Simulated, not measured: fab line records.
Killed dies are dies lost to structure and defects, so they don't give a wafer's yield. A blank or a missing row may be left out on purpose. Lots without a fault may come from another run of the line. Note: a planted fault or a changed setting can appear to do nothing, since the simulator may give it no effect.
Which tool was responsible? + flow n5 finfet + 24 lots, 72 wafers sampled, at 1 step of a route of 1938

== WHAT THE GAUGES READ, wafer by wafer ==
N5_BEOL_M1_INSPECT_30: inspects for defects (brightfield). Usual: raw defect count 432, standard deviation 110.
| lot  | measured     | on                | raw defect count | flag |
|------|--------------|-------------------|------------------|------|
| L074 | day 6 05:46  | defect inspect-02 | 455 535 426      |      |
| L075 | day 6 10:49  | defect inspect-01 | 323 356 366      |      |
| L076 | day 7 00:04  | defect inspect-02 | 252 480 352      |      |
| L078 | day 7 04:40  | defect inspect-02 | 484 478 524      |      |
| L077 | day 7 11:14  | defect inspect-02 | 566 492 426      |      |
| L079 | day 7 11:55  | defect inspect-02 | 393 696 531      |      |
| L080 | day 7 16:29  | defect inspect-02 | 415 478 611      |      |
| L081 | day 7 19:05  | defect inspect-01 | 561 557 546      |      |
| L082 | day 8 02:57  | defect inspect-02 | 320 407 337      |      |
| L083 | day 8 11:52  | defect inspect-02 | 330 445 368      |      |
| L084 | day 8 18:55  | defect inspect-02 | 281 312 318      |      |
| L085 | day 9 03:58  | defect inspect-02 | 492 471 448      |      |
| L086 | day 9 08:51  | defect inspect-01 | 495 479 548      |      |
| L087 | day 9 12:16  | defect inspect-01 | 235 379 436      |      |
| L088 | day 9 19:50  | defect inspect-02 | 445 275 434      |      |
| L089 | day 9 20:03  | defect inspect-02 | 412 365 382      |      |
| L091 | day 10 07:13 | defect inspect-01 | 592 541 395      |      |
| L090 | day 10 07:29 | defect inspect-01 | 385 424 330      |      |
| L093 | day 10 20:34 | defect inspect-01 | 652 637 529      |      |
| L092 | day 10 23:33 | defect inspect-02 | 283 269 335      |      |
| L094 | day 11 10:46 | defect inspect-01 | 267 411 255      |      |
| L095 | day 11 11:08 | defect inspect-01 | 563 617 502      |      |
| L097 | day 11 22:59 | defect inspect-01 | 399 303 394      |      |
| L096 | day 11 23:11 | defect inspect-01 | 306 385 380      |      |

== TOOL THAT RAN EACH LOT (tool first, then ch and the chambers of the sampled wafers, then the start) ==
Before these readings, the record contains no process step.

== AS READ BY THE TOOLS THEMSELVES (means over the sampled wafers that have a number; for cases with no such wafer, the mark the record gives instead) ==
The record holds no such reading with a usual standard deviation.

== THE ANSWER, worked out from the rows above alone ==
Rule: a lot counts as off when the mean over its wafers that have a number is more than 3 standard deviations away from the usual mean. Also off: a lot with no number at a reading for which 4 or more lots have one. Any other lot the step has rows for is counted as sound. First the gauges in route order, then the tools' own readings, where a lot's mean is used as printed above. The first step at which some lot is off is used, and at that step the reading that is off furthest; a lot without a number counts as furthest.
Nothing can be told from this: no lot is off at any reading shown.

== WHAT WAS PUT IN BY THE SIMULATOR ==
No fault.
